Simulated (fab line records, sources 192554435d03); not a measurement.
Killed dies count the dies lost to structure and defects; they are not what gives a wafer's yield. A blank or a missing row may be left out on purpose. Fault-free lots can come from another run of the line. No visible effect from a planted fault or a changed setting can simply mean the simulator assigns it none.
Matching of chambers | flow n5Finfet | aldMetal-04 running N5_HKMG_FIN_ALD_71: 4 sister chambers
The step deposits TiN, target thk 1 nm, pulse time 1 s, purge time 3 s. 8 wafers are shown with their chamber, then 12 later ones without.

== WAFERS WITH THEIR CHAMBER ==
wafer  | chamber | heaterPowerW (W) | precursorPulseHeightRel
L078.6 | 3       | 764              | 0.974
L088.2 | 1       | 967              | 0.998
L088.5 | 1       | 976              | 0.995
L090.1 | 0       | 896              | 1.026
L090.6 | 2       | 890              | 1.007
L091.1 | 0       | 882              | 0.997
L091.2 | 3       | 774              | 0.996
L091.3 | 2       | 878              | 1.024

== WAFERS WITH NO CHAMBER GIVEN ==
wafer  | heaterPowerW (W) | precursorPulseHeightRel
L091.4 | 978              | 1.029
L091.5 | 905              | 1.007
L091.6 | 959              | 0.995
L094.3 | 979              | 1.006
L094.4 | 779              | 0.996
L094.5 | 892              | 0.989
L096.1 | 975              | 1.013
L096.2 | 881              | 0.997
L096.3 | 875              | 0.976
L096.4 | 765              | 0.994
L096.5 | 957              | 0.987
L096.6 | 907              | 0.995

== CHAMBER TAKEN BY EACH ==
wafer  | from the rows above     | in truth
L091.4 | 1                       | 1
L091.5 | can't be placed: 0 or 2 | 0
L091.6 | 1                       | 1
L094.3 | 1                       | 1
L094.4 | 3                       | 3
L094.5 | can't be placed: 0 or 2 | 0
L096.1 | 1                       | 1
L096.2 | can't be placed: 2 or 0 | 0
L096.3 | can't be placed: 2 or 0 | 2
L096.4 | 3                       | 3
L096.5 | 1                       | 1
L096.6 | can't be placed: 0 or 2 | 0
Placed correctly: 7 of 12. Not placeable from these rows: 5 (in 5, the candidates include the true chamber). Placed wrongly: 0.
How it was worked out, from the rows above alone: a wafer's distance from a chamber is the root of the sum, over the readings, of the square of ((its reading less the chamber's mean) divided by the reading's scatter). If the next closest chamber is less than 2 further off than the closest, the wafer can't be placed; otherwise it belongs to the closest. A chamber's mean is the mean of its shown wafers. How the scatter is found: for the shown wafers, subtract from each reading the mean of its chamber, square and add these, divide the total by (wafers less chambers), then take the root.
